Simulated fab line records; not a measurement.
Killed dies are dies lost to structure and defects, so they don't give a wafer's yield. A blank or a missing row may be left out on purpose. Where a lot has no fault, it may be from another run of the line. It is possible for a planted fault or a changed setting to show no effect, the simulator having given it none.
fab line records + flow nand_harc
record
- lots=6
- wafers=18
- last_day=33
route steps=1302 shown A_SOURCE_PLATE@416 A_ONON_D1@424 END@1302
lots untouched by any fault: they come from a run of this same line in which no faults occurred
start_h: hours from the record's first day to the start of the lot's first wafer shown + wait_h: how many hours have passed since the lot's step before this one + " repeats the value in the row above + L1.1+2: a single row standing in for several wafers + - value missing, or start not given + * or withheld: withheld + < > ~ a bound
route shown NAME@n: names a module that has steps shown in the file, with the first one's number in the route + usual: mean/standard deviation of fault-free wafers + same: alike in all rows + chamber/n: place in a boat + sites: the reading at each site + _std_site: the standard deviation of these + _edge_site: inner sites' mean taken away from outer sites' mean + radius_mm: how far each site lies from the wafer's centre + mask NAME#n: copy n + behind: the tool/chamber that last shaped the wafer + hold: cause of the lot's hold/its duration in hours/its outcome + device: the n, p or np transistor that did not switch + end of line: the tests these same wafers got at the end of their route + a step with no rows: only its recipe + killed: the dies lost at the first sort to structure and to defects; this is not the yield of the wafer + map: a wafer's dies, x killed, . not, _ none there
set.NAME: the setting the step ran with; set.NAME@STEP: the setting that earlier step ran with + model.NAME: the simulator's own value behind a step, which no gauge read
lots at some steps of the route; a table a step, a row a wafer
services: a tool's chamber out of use, with start hour (start_h, from the record's first day; less than 0 if before it), hours out, and reason
## steps
# step NHARC_A_SOURCE_PLATE_THK_MEAS_09
# recipe
- thk_meas_gauge=ellipsometry
# usual
- thk_nm=9.7/1
| lot.wafer | tool          | chamber | start_h | wait_h | thk_nm |
|-----------|---------------|---------|---------|--------|--------|
| L662.1    | film_metro-01 | -       | 161.99  | 0.4    | 9.3    |
| L662.2    | "             | -       | "       | "      | 9.9    |
| L662.6    | "             | -       | "       | "      | 8.5    |
| L668.3    | film_metro-01 | -       | 216.47  | 0.4    | 9.1    |
| L668.5    | "             | -       | "       | "      | 9.1    |
| L668.6    | "             | -       | "       | "      | 9.1    |
| L675.1    | film_metro-01 | -       | 294.34  | 0.4    | 8.5    |
| L675.3    | "             | -       | "       | "      | 10.3   |
| L675.4    | "             | -       | "       | "      | 11.1   |
| L677.3    | film_metro-02 | -       | 306.79  | 0.4    | 9.9    |
| L677.4    | "             | -       | "       | "      | 9.7    |
| L677.5    | "             | -       | "       | "      | 8.7    |
| L678.1    | film_metro-02 | -       | 317.24  | 0.4    | 8.5    |
| L678.4    | "             | -       | "       | "      | 9.9    |
| L678.6    | "             | -       | "       | "      | 8.0    |
| L684.3    | film_metro-01 | -       | 375.21  | 0.4    | 11.9   |
| L684.4    | "             | -       | "       | "      | 10.1   |
| L684.6    | "             | -       | "       | "      | 10.1   |
# step NHARC_A_SOURCE_PLATE_PVD_04
# recipe
- target_thk_a=500
- material=WSi2
# step NHARC_A_SOURCE_PLATE_CVD_03
# recipe
- target_thk_a=2000
- temp_c=620
- pressure_mtorr=200
- time_s=4000
- material=poly-Si
# step NHARC_A_SOURCE_PLATE_ANNEAL_05
# recipe
- temp_c=850
- time_s=1800
# step NHARC_A_SOURCE_PLATE_THK_MEAS_06
# recipe
- thk_meas_gauge=ellipsometry
# usual
- thk_nm=199.4/2.2
| lot.wafer | tool          | chamber | start_h | wait_h | thk_nm |
|-----------|---------------|---------|---------|--------|--------|
| L662.1    | film_metro-01 | -       | 175.10  | 0.4    | 199.9  |
| L662.2    | "             | -       | "       | "      | 196.3  |
| L662.6    | "             | -       | "       | "      | 199.0  |
| L668.3    | film_metro-02 | -       | 232.97  | 0.4    | 196.5  |
| L668.5    | "             | -       | "       | "      | 196.9  |
| L668.6    | "             | -       | "       | "      | 196.1  |
| L675.1    | film_metro-02 | -       | 307.82  | 0.4    | 197.6  |
| L675.3    | "             | -       | "       | "      | 198.9  |
| L675.4    | "             | -       | "       | "      | 200.1  |
| L677.3    | film_metro-01 | -       | 321.50  | 0.4    | 198.7  |
| L677.4    | "             | -       | "       | "      | 202.2  |
| L677.5    | "             | -       | "       | "      | 200.6  |
| L678.1    | film_metro-02 | -       | 329.70  | 0.4    | 196.6  |
| L678.4    | "             | -       | "       | "      | 199.8  |
| L678.6    | "             | -       | "       | "      | 198.4  |
| L684.3    | film_metro-01 | -       | 390.32  | 0.4    | 203.3  |
| L684.4    | "             | -       | "       | "      | 201.2  |
| L684.6    | "             | -       | "       | "      | 199.6  |
# step NHARC_A_SOURCE_PLATE_INSPECT_08
# usual
- raw_defect_count=61/27
| lot.wafer | tool              | chamber | start_h | wait_h | raw_defect_count |
|-----------|-------------------|---------|---------|--------|------------------|
| L662.1    | defect_inspect-01 | -       | 175.18  | 0.0    | 86               |
| L662.2    | "                 | -       | "       | "      | 18               |
| L662.6    | "                 | -       | "       | "      | 66               |
| L668.3    | defect_inspect-01 | -       | 233.06  | 0.0    | 151              |
| L668.5    | "                 | -       | "       | "      | 125              |
| L668.6    | "                 | -       | "       | "      | 114              |
| L675.1    | defect_inspect-02 | -       | 307.89  | 0.0    | 77               |
| L675.3    | "                 | -       | "       | "      | 34               |
| L675.4    | "                 | -       | "       | "      | 46               |
| L677.3    | defect_inspect-01 | -       | 321.61  | 0.0    | 104              |
| L677.4    | "                 | -       | "       | "      | 33               |
| L677.5    | "                 | -       | "       | "      | 77               |
| L678.1    | defect_inspect-01 | -       | 329.81  | 0.0    | 42               |
| L678.4    | "                 | -       | "       | "      | 42               |
| L678.6    | "                 | -       | "       | "      | 38               |
| L684.3    | defect_inspect-01 | -       | 390.43  | 0.0    | 69               |
| L684.4    | "                 | -       | "       | "      | 42               |
| L684.6    | "                 | -       | "       | "      | 79               |
# step NHARC_A_ONON_D1_DEP_00
# recipe
- target_thk_a=10000
- n2_flow_sccm=2750
- n2o_flow_sccm=2000
- nh3_flow_sccm=500
- sih4_flow_sccm=210
- temp_c=400
# step NHARC_A_ONON_D1_THK_MEAS_02
# recipe
- thk_meas_gauge=ellipsometry
# usual
- thk_nm=1000/6.3
| lot.wafer | tool          | chamber | start_h | wait_h | thk_nm |
|-----------|---------------|---------|---------|--------|--------|
| L662.1    | film_metro-01 | -       | 175.76  | -      | 1006   |
| L662.2    | "             | -       | "       | "      | 1007   |
| L662.6    | "             | -       | "       | "      | 1008   |
| L668.3    | film_metro-02 | -       | 233.63  | -      | 995    |
| L668.5    | "             | -       | "       | "      | 997    |
| L668.6    | "             | -       | "       | "      | 995    |
| L675.1    | film_metro-02 | -       | 308.46  | -      | 994    |
| L675.3    | "             | -       | "       | "      | 996    |
| L675.4    | "             | -       | "       | "      | 996    |
| L677.3    | film_metro-02 | -       | 322.19  | -      | 1003   |
| L677.4    | "             | -       | "       | "      | 1001   |
| L677.5    | "             | -       | "       | "      | 1003   |
| L678.1    | film_metro-01 | -       | 330.38  | -      | 995    |
| L678.4    | "             | -       | "       | "      | 996    |
| L678.6    | "             | -       | "       | "      | 995    |
| L684.3    | film_metro-01 | -       | 391.01  | -      | 991    |
| L684.4    | "             | -       | "       | "      | 988    |
| L684.6    | "             | -       | "       | "      | 990    |
# step NHARC_A_ONON_D1_DEP_03
# recipe
- target_thk_a=10000
- n2_flow_sccm=2750
- n2o_flow_sccm=2000
- nh3_flow_sccm=500
- sih4_flow_sccm=210
- temp_c=400
# step NHARC_A_ONON_D1_THK_MEAS_05
# recipe
- thk_meas_gauge=ellipsometry
# usual
- thk_nm=998/8.1
| lot.wafer | tool          | chamber | start_h | wait_h | thk_nm |
|-----------|---------------|---------|---------|--------|--------|
| L662.1    | film_metro-02 | -       | 176.32  | -      | 1005   |
| L662.2    | "             | -       | "       | "      | 1006   |
| L662.6    | "             | -       | "       | "      | 1007   |
| L668.3    | film_metro-02 | -       | 234.20  | -      | 1006   |
| L668.5    | "             | -       | "       | "      | 1004   |
| L668.6    | "             | -       | "       | "      | 1006   |
| L675.1    | film_metro-02 | -       | 309.03  | -      | 980    |
| L675.3    | "             | -       | "       | "      | 978    |
| L675.4    | "             | -       | "       | "      | 979    |
| L677.3    | film_metro-02 | -       | 322.75  | -      | 1006   |
| L677.4    | "             | -       | "       | "      | 1006   |
| L677.5    | "             | -       | "       | "      | 1007   |
| L678.1    | film_metro-01 | -       | 330.95  | -      | 1007   |
| L678.4    | "             | -       | "       | "      | 1006   |
| L678.6    | "             | -       | "       | "      | 1007   |
| L684.3    | film_metro-02 | -       | 391.57  | -      | 991    |
| L684.4    | "             | -       | "       | "      | 991    |
| L684.6    | "             | -       | "       | "      | 992    |
# step NHARC_A_ONON_D1_DEP_06
# recipe
- target_thk_a=10000
- n2_flow_sccm=2750
- n2o_flow_sccm=2000
- nh3_flow_sccm=500
- sih4_flow_sccm=210
- temp_c=400
| lot.wafer  | tool          | chamber | start_h | wait_h |
|------------|---------------|---------|---------|--------|
| L662.1+2+6 | pecvd_onon-03 | 0       | 176.38  | 0.1    |
| L668.3+5+6 | pecvd_onon-01 | 0       | 234.37  | 0.2    |
| L675.1+3+4 | pecvd_onon-01 | 0       | 309.09  | 0.1    |
| L677.3+4+5 | pecvd_onon-01 | 0       | 322.92  | 0.2    |
| L678.1+4+6 | pecvd_onon-03 | 0       | 331.00  | 0.1    |
| L684.3+4+6 | pecvd_onon-03 | 0       | 391.74  | 0.2    |
# step NHARC_A_ONON_D1_THK_MEAS_08
# recipe
- thk_meas_gauge=ellipsometry
# usual
- thk_nm=999/7.5
| lot.wafer | tool          | chamber | start_h | wait_h | thk_nm |
|-----------|---------------|---------|---------|--------|--------|
| L662.1    | film_metro-02 | -       | 176.88  | -      | 997    |
| L662.2    | "             | -       | "       | "      | 997    |
| L662.6    | "             | -       | "       | "      | 999    |
| L668.3    | film_metro-01 | -       | 234.77  | -      | 996    |
| L668.5    | "             | -       | "       | "      | 995    |
| L668.6    | "             | -       | "       | "      | 995    |
| L675.1    | film_metro-01 | -       | 309.60  | -      | 1657   |
| L675.3    | "             | -       | "       | "      | 1657   |
| L675.4    | "             | -       | "       | "      | 1656   |
| L677.3    | film_metro-02 | -       | 323.32  | -      | 1660   |
| L677.4    | "             | -       | "       | "      | 1662   |
| L677.5    | "             | -       | "       | "      | 1664   |
| L678.1    | film_metro-02 | -       | 331.52  | -      | 993    |
| L678.4    | "             | -       | "       | "      | 991    |
| L678.6    | "             | -       | "       | "      | 991    |
| L684.3    | film_metro-01 | -       | 392.14  | -      | 1016   |
| L684.4    | "             | -       | "       | "      | 1017   |
| L684.6    | "             | -       | "       | "      | 1016   |
# step NHARC_A_ONON_D1_DEP_09
# recipe
- target_thk_a=10000
- n2_flow_sccm=2750
- n2o_flow_sccm=2000
- nh3_flow_sccm=500
- sih4_flow_sccm=210
- temp_c=400
# step NHARC_END_SORT_01
# recipe
- temp_c=25
# usual
- killed_at_array=60/21
- killed_at_other=1.0/1.2
- killed_at_periphery=4.2/2.8
- killed_dies=65/20
- killed_open=3.1/1.8
- killed_short=2.6/1.6
# same
- gross_dies=677
| lot.wafer | tool      | chamber | start_h | wait_h | killed_at_array | killed_at_other | killed_at_periphery | killed_dies | killed_open | killed_short |
|-----------|-----------|---------|---------|--------|-----------------|-----------------|---------------------|-------------|-------------|--------------|
| L662.1    | prober-01 | 0       | 570.28  | 2.5    | 69              | 0               | 7                   | 76          | 3           | 3            |
| L662.2    | prober-01 | 0       | 571.06  | 2.8    | 85              | 1               | 4                   | 90          | 4           | 3            |
| L662.6    | prober-01 | 0       | 574.19  | 3.9    | 79              | 0               | 2                   | 81          | 1           | 3            |
| L675.1    | prober-02 | 0       | 693.43  | 2.5    | 672             | 1               | 4                   | 677         | 3           | 5            |
| L675.3    | prober-02 | 0       | 695.03  | 3.1    | 673             | 0               | 4                   | 677         | 3           | 2            |
| L675.4    | prober-02 | 0       | 695.84  | 3.4    | 674             | 0               | 3                   | 677         | 4           | 1            |
| L677.3    | prober-02 | 0       | 737.15  | 3.1    | 670             | 0               | 7                   | 677         | 5           | 2            |
| L677.4    | prober-02 | 0       | 737.95  | 3.4    | 672             | 0               | 5                   | 677         | 6           | 2            |
| L677.5    | prober-02 | 0       | 738.75  | 3.7    | 666             | 0               | 11                  | 677         | 9           | 4            |
# killed by level:class
L662.1 A_CHANNEL_HOLE_D1:chamber_film_flake=28 A_SLIT:chamber_film_flake=13 A_CHANNEL_HOLE_D2:chamber_film_flake=8 A_CONTACT:chamber_film_flake=6 A_STAIRCASE:chamber_film_flake=5 P_GATE:chamber_film_flake=4 A_ZERO_WELL:chamber_film_flake=3 A_CHANNEL_FILL_D1:chamber_film_flake=2
L662.2 A_CHANNEL_HOLE_D1:chamber_film_flake=37 A_SLIT:chamber_film_flake=30 A_CHANNEL_HOLE_D2:chamber_film_flake=4 A_STAIRCASE:chamber_film_flake=4 A_CONTACT:chamber_film_flake=4 P_M1:geometric_particle:open=2 P_CONTACT:geometric_particle:open=1 A_CHANNEL_FILL_D1:geometric_particle:short=1
L662.6 A_SLIT:chamber_film_flake=27 A_CHANNEL_HOLE_D1:chamber_film_flake=26 A_STAIRCASE:chamber_film_flake=11 A_CHANNEL_HOLE_D2:chamber_film_flake=4 A_CONTACT:chamber_film_flake=4 A_ZERO_WELL:chamber_film_flake=2 A_WL_FILL:chamber_film_flake=2 P_STI:geometric_particle:short=1
L675.1 A_ONON_D1:area_dep=619 A_CHANNEL_HOLE_D1:chamber_film_flake=30 A_CONTACT:chamber_film_flake=8 A_SLIT:chamber_film_flake=3 A_STAIRCASE:chamber_film_flake=3 A_WL_FILL:chamber_film_flake=2 P_CONTACT:geometric_particle:short=1 P_M2:geometric_particle:short=1
L675.3 A_ONON_D1:area_dep=620 A_CHANNEL_HOLE_D1:chamber_film_flake=34 A_CONTACT:chamber_film_flake=7 A_SLIT:chamber_film_flake=4 A_STAIRCASE:chamber_film_flake=3 P_STI:chamber_film_flake=2 P_M1:geometric_particle:open=1 A_ONON_D1:geometric_particle:open=1
L675.4 A_ONON_D1:area_dep=628 A_CHANNEL_HOLE_D1:chamber_film_flake=30 A_CONTACT:chamber_film_flake=6 A_CHANNEL_FILL_D2:geometric_particle:open=2 A_SLIT:chamber_film_flake=2 A_SOURCE_PLATE:geometric_particle:short=1 A_DECK1_JOINT:geometric_particle:open=1 A_M0:geometric_particle:open=1
L677.3 A_ONON_D1:area_dep=582 A_CHANNEL_HOLE_D1:chamber_film_flake=32 A_SLIT:chamber_film_flake=27 A_CHANNEL_HOLE_D2:chamber_film_flake=11 A_CONTACT:chamber_film_flake=7 P_M1:chamber_film_flake=4 A_STAIRCASE:chamber_film_flake=4 A_ONON_D1:geometric_particle:open=2
L677.4 A_ONON_D1:area_dep=596 A_CHANNEL_HOLE_D1:chamber_film_flake=28 A_SLIT:chamber_film_flake=14 A_CONTACT:chamber_film_flake=14 A_CHANNEL_HOLE_D2:chamber_film_flake=8 A_M0:geometric_particle:open=2 P_STI:chamber_film_flake=2 A_STAIRCASE:chamber_film_flake=2
L677.5 A_ONON_D1:area_dep=572 A_CHANNEL_HOLE_D1:chamber_film_flake=28 A_CHANNEL_HOLE_D2:chamber_film_flake=20 A_SLIT:chamber_film_flake=19 A_CONTACT:chamber_film_flake=14 A_STAIRCASE:chamber_film_flake=4 A_CHANNEL_FILL_D2:geometric_particle:open=2 P_GATE:chamber_film_flake=2
# map L675.1 (x killed, . not)
____________x____________
_________xxxxxxx_________
_______xxxxxxxxxxx_______
______xxxxxxxxxxxxx______
_____xxxxxxxxxxxxxxx_____
____xxxxxxxxxxxxxxxxx____
____xxxxxxxxxxxxxxxxx____
___xxxxxxxxxxxxxxxxxxx___
___xxxxxxxxxxxxxxxxxxx___
__xxxxxxxxxxxxxxxxxxxxx__
__xxxxxxxxxxxxxxxxxxxxx__
_xxxxxxxxxxxxxxxxxxxxxxx_
_xxxxxxxxxxxxxxxxxxxxxxx_
_xxxxxxxxxxxxxxxxxxxxxxx_
_xxxxxxxxxxxxxxxxxxxxxxx_
_xxxxxxxxxxxxxxxxxxxxxxx_
xxxxxxxxxxxxxxxxxxxxxxxxx
xxxxxxxxxxxxxxxxxxxxxxxxx
xxxxxxxxxxxxxxxxxxxxxxxxx
xxxxxxxxxxxxxxxxxxxxxxxxx
xxxxxxxxxxxxxxxxxxxxxxxxx
_xxxxxxxxxxxxxxxxxxxxxxx_
_xxxxxxxxxxxxxxxxxxxxxxx_
_xxxxxxxxxxxxxxxxxxxxxxx_
_xxxxxxxxxxxxxxxxxxxxxxx_
_xxxxxxxxxxxxxxxxxxxxxxx_
__xxxxxxxxxxxxxxxxxxxxx__
__xxxxxxxxxxxxxxxxxxxxx__
___xxxxxxxxxxxxxxxxxxx___
___xxxxxxxxxxxxxxxxxxx___
____xxxxxxxxxxxxxxxxx____
____xxxxxxxxxxxxxxxxx____
_____xxxxxxxxxxxxxxx_____
______xxxxxxxxxxxxx______
_______xxxxxxxxxxx_______
_________xxxxxxx_________
____________x____________
# map L677.3 (x killed, . not)
____________x____________
_________xxxxxxx_________
_______xxxxxxxxxxx_______
______xxxxxxxxxxxxx______
_____xxxxxxxxxxxxxxx_____
____xxxxxxxxxxxxxxxxx____
____xxxxxxxxxxxxxxxxx____
___xxxxxxxxxxxxxxxxxxx___
___xxxxxxxxxxxxxxxxxxx___
__xxxxxxxxxxxxxxxxxxxxx__
__xxxxxxxxxxxxxxxxxxxxx__
_xxxxxxxxxxxxxxxxxxxxxxx_
_xxxxxxxxxxxxxxxxxxxxxxx_
_xxxxxxxxxxxxxxxxxxxxxxx_
_xxxxxxxxxxxxxxxxxxxxxxx_
_xxxxxxxxxxxxxxxxxxxxxxx_
xxxxxxxxxxxxxxxxxxxxxxxxx
xxxxxxxxxxxxxxxxxxxxxxxxx
xxxxxxxxxxxxxxxxxxxxxxxxx
xxxxxxxxxxxxxxxxxxxxxxxxx
xxxxxxxxxxxxxxxxxxxxxxxxx
_xxxxxxxxxxxxxxxxxxxxxxx_
_xxxxxxxxxxxxxxxxxxxxxxx_
_xxxxxxxxxxxxxxxxxxxxxxx_
_xxxxxxxxxxxxxxxxxxxxxxx_
_xxxxxxxxxxxxxxxxxxxxxxx_
__xxxxxxxxxxxxxxxxxxxxx__
__xxxxxxxxxxxxxxxxxxxxx__
___xxxxxxxxxxxxxxxxxxx___
___xxxxxxxxxxxxxxxxxxx___
____xxxxxxxxxxxxxxxxx____
____xxxxxxxxxxxxxxxxx____
_____xxxxxxxxxxxxxxx_____
______xxxxxxxxxxxxx______
_______xxxxxxxxxxx_______
_________xxxxxxx_________
____________x____________
## services
| tool          | chamber | start_h | hours | kind   |
|---------------|---------|---------|-------|--------|
| pecvd_onon-03 | -       | 156.73  | 3.8   | repair |
| pecvd_onon-03 | -       | 227.29  | 13.0  | pm     |
| pecvd_onon-01 | -       | 269.04  | 13.0  | pm     |
## key
first_sign
- step=NHARC_A_ONON_D1_THK_MEAS_08
- reading=thk_nm
- direction=up
- sigmas=88
- usual=999
- struck=1659
effect
- step=NHARC_END_SORT_01
- reading=killed_dies
- direction=up
- sigmas=31
- usual=65
- struck=677
more_kills_born_at
- NHARC_A_ONON_D1_DEP_06@pecvd_onon-01=3617
met_at NHARC_A_ONON_D1_DEP_06
struck_wafers L675.1,L675.3,L675.4,L677.3,L677.4,L677.5
later_rows_left_out L675.1,L675.3,L675.4,L677.3,L677.4,L677.5
tester_left_out L675,L677
onset_between 234.37 309.09
fault
- kind=process_parameter_drift
- tool=pecvd_onon-01
- chamber=-
- onset_h=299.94
- steps=NHARC_A_ONON_D1_DEP_06
- channel=target_thk_a
- offset=*
- shape=step
- end_h=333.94
- acts_in=*
- stated=*
# tester_left_out: of these lots the tester's yield and bins aren't shown, on N5 and GAA mostly nor the transistor test; their killed dies are dies lost to structure and defects alone, not to doping, threshold or leakage, so they don't give the yield
# later_rows_left_out: the simulator's readings of these wafers behind a module that went badly wrong aren't trusted and aren't shown, but for the sort
